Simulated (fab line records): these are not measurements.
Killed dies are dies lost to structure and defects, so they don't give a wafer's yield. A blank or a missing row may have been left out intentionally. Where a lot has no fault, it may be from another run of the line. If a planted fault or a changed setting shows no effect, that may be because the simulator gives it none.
Matching of chambers / flow nand harc / ald metal-02 running NHARC_A_WL_FILL_ALD_19: 4 sister chambers
The step deposits TiN, target thk 2 nm, pulse time 3 s, ald cycles 100. 4 wafers are shown with their chamber, then 8 later ones without.

WAFERS, EACH WITH ITS CHAMBER
wafer=L154.5; chamber=3; heater power w (W)=1018
wafer=L162.2; chamber=1; heater power w (W)=1113
wafer=L162.4; chamber=2; heater power w (W)=983
wafer=L165.1; chamber=0; heater power w (W)=942

WAFERS WHOSE CHAMBER IS MISSING
wafer=L165.3; heater power w (W)=992
wafer=L165.5; heater power w (W)=985
wafer=L171.3; heater power w (W)=944
wafer=L171.4; heater power w (W)=999
wafer=L171.5; heater power w (W)=998
wafer=L172.1; heater power w (W)=999
wafer=L172.4; heater power w (W)=1104
wafer=L172.5; heater power w (W)=1002

THE CHAMBER EACH PASSED THROUGH
wafer=L165.3; from the rows above=can't be placed: 2 or 3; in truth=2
wafer=L165.5; from the rows above=2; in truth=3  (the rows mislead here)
wafer=L171.3; from the rows above=0; in truth=0
wafer=L171.4; from the rows above=can't be placed: 2 or 3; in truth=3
wafer=L171.5; from the rows above=can't be placed: 2 or 3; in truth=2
wafer=L172.1; from the rows above=can't be placed: 2 or 3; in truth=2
wafer=L172.4; from the rows above=1; in truth=1
wafer=L172.5; from the rows above=can't be placed: 3 or 2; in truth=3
2 of 8 placed correctly. Cannot be placed on the basis of these rows: 5; the candidates contain the true chamber in 5. 1 placed wrongly.
How it was worked out, from the rows above alone: a wafer's distance from a chamber is the root of the sum, over the readings, of the square of ((its reading less the chamber's mean) divided by the reading's scatter). The wafer belongs to the nearest chamber; if the next one is less than 2 further off, it can't be placed. The mean given for a chamber averages the wafers shown for that chamber. The scatter: root of mean squared gap, hidden wafer to nearest shown wafer, with one shown wafer a chamber.
